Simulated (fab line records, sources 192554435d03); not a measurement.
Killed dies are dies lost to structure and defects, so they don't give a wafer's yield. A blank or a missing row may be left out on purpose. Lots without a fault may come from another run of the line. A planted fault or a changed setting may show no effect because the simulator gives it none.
A struck lot beside a sound one | flow n5_finfet | 41 steps out of a route of 1938
Sound: wafers L544.1, L544.2, L544.6. Struck: wafer L554.5. (L554.2, L554.3 of the same lot were not struck and are left out.) The cause comes at the end.
At each step with rows: each side's tool, then ch and its chambers, then its first start. Under that, the readings that differ: sound wafers | struck wafers | difference of the means | sigmas: that difference in standard deviations of wafers without a fault.
alike: readings whose means differ by less than 2 such deviations, and words and numbers that are the same on both sides. not compared: withheld readings, readings that some wafer has no value for, bounds like >300 that may hide the same value, and numbers for which the record gives no deviation and whose values overlap.
The two part at a step that has a row with sigmas, a row that says differs or no value, or rows on one side only. Numbers that don't overlap but have no deviation are shown without sigmas and don't part them. A reading that every wafer of one side lacks parts them only if that side has two wafers or more.

N5_BEOL_M1_SPUTTER_48: material Cu, target thk 4.5 nm, time 8.29 s.
  sound on pvd_sputter-02, day 7 11:31; struck on pvd_sputter-02, day 10 00:11
  alike: susceptor_temp_C, throttle_valve_pct
then, 6 steps without rows for these wafers: N5_BEOL_M1_ANNEAL_49 (time 240 s); N5_BEOL_M1_SPUTTER_79 (material Cu, target thk 4.5 nm, time 8.29 s); N5_BEOL_M1_ANNEAL_80 (time 240 s); N5_BEOL_M1_SPUTTER_81 (material Cu, target thk 4.5 nm, time 8.29 s); N5_BEOL_M1_ANNEAL_82 (time 240 s); N5_BEOL_M1_SPUTTER_86 (material Cu, target thk 4.5 nm, time 8.29 s).
N5_BEOL_M1_ANNEAL_87: time 240 s.
  sound on pvd_sputter-02, day 7 12:15; struck on pvd_sputter-02, day 10 00:55
  alike: heater_power_w, susceptor_temp_C
N5_BEOL_M1_SPUTTER_88: material Cu, target thk 4.5 nm, time 8.29 s.
  sound on pvd_sputter-02, day 7 12:23; struck on pvd_sputter-02, day 10 01:04
  reading              | sound                | struck | difference | sigmas
  susceptor_temp_C (C) | -20.17 -19.96 -20.20 | -19.90 | +0.21      | +2
  alike: throttle_valve_pct
N5_BEOL_M1_ANNEAL_89: time 240 s.
  sound on pvd_sputter-02, day 7 12:28; struck on pvd_sputter-02, day 10 01:08
  alike: heater_power_w, susceptor_temp_C
then, 2 steps without rows for these wafers: N5_BEOL_M1_SPUTTER_90 (material Cu, target thk 4.5 nm, time 8.29 s); N5_BEOL_M1_ANNEAL_91 (time 240 s).
N5_BEOL_M1_SPUTTER_92: material Cu, target thk 4.5 nm, time 8.29 s.
  sound on pvd_sputter-02, day 7 12:50; struck on pvd_sputter-02, day 10 01:30
  alike: susceptor_temp_C, throttle_valve_pct
then, 3 steps without rows for these wafers: N5_BEOL_M1_ANNEAL_93 (time 240 s); N5_BEOL_M1_SPUTTER_94 (material Cu, target thk 4.5 nm, time 8.29 s); N5_BEOL_M1_ANNEAL_95 (time 240 s).
N5_BEOL_M1_SPUTTER_96: material Cu, target thk 4.5 nm, time 8.29 s.
  sound on pvd_sputter-02, day 7 13:16; struck on pvd_sputter-02, day 10 01:56
  alike: susceptor_temp_C, throttle_valve_pct
then, 7 steps without rows for these wafers: N5_BEOL_M1_ECD_50 (material Cu, target thk 300 nm); N5_BEOL_M1_ANNEAL_51 (time 90 s); N5_BEOL_M1_CMP_52 (polishes, stops on SiOC, t overpolish 6.8 s, target thk 40 nm); N5_BEOL_M1_PRE_CLEAN_60 (time 15 s); N5_BEOL_M1_CO_CAP_55 (material Co, precursor CCTBA/H2, target thk 2 nm, time 102.1 s); N5_BEOL_M1_PRE_CLEAN_56 (time 15 s); N5_BEOL_M1_DEP_57 (deposits SiCN from 3MS/NH3, target thk 8 nm, time 14 s).
N5_BEOL_M1_RS_MEAS_58: measures by four-point-probe.
  sound on film_metro-01, day 7 14:22; struck on film_metro-01, day 10 03:15
  alike: M1_RS
then, 1 step without rows for these wafers: N5_BEOL_M2_ILD_DEP_00 (deposits SiOC from DEMS/O2, target thk 79 nm, time 15.3 s).
N5_BEOL_M2_THK_MEAS_01:
  sound on film_metro-01, day 7 14:29; struck on film_metro-01, day 10 03:23
  alike: M2_ILD_THK
then, 11 steps without rows for these wafers: N5_BEOL_M2_PECVD_72 (deposits SiO2 from TEOS/O2, target thk 16 nm, time 18 s); N5_BEOL_M2_HM_DEP_02 (deposits TiN, target thk 20 nm); N5_BEOL_M2_COAT_61 (time 60 s, resist thk 60 nm); N5_BEOL_M2_COAT_62 (time 60 s, resist thk 12 nm); N5_BEOL_M2_COAT_73 (time 60 s, resist thk 5 nm); N5_BEOL_M2_COAT_05 (resist thk 30 nm); N5_BEOL_M2_EBR_07; N5_BEOL_M2_SOFTBAKE_06 (time 60 s); N5_BEOL_M2_EXPOSE_08 (exposes mask M2); N5_BEOL_M2_PEB_09 (peb time 60 s); N5_BEOL_M2_DEVELOP_10 (develop time 30 s).
N5_BEOL_M2_CD_MEAS_11: target cd 16.79 nm.
  sound on cd_sem-03 ch 0, day 7 16:33; struck on cd_sem-01 ch 0, day 10 05:02
  alike: cd_nm
N5_BEOL_M2_OVL_MEAS_12:
  sound on overlay-02 ch 0, day 7 16:35; struck on overlay-02 ch 0, day 10 05:04
  alike: M2_OVL
-- the record jumps here: 6 days lie between the struck wafers' starts before and after (it left off in module BEOL_M2 and takes up again in module PASSIVATION, whose first step shown is number 1936 of the route) --
N5_PASSIVATION_PROBE_49:
  the record has rows for the struck wafers here (prober-02, day 15 22:59) and none for the sound ones

WHERE THEY PART
First at N5_BEOL_M1_SPUTTER_88; last, within this record, at N5_PASSIVATION_PROBE_49.

WHY: what the simulator had put in
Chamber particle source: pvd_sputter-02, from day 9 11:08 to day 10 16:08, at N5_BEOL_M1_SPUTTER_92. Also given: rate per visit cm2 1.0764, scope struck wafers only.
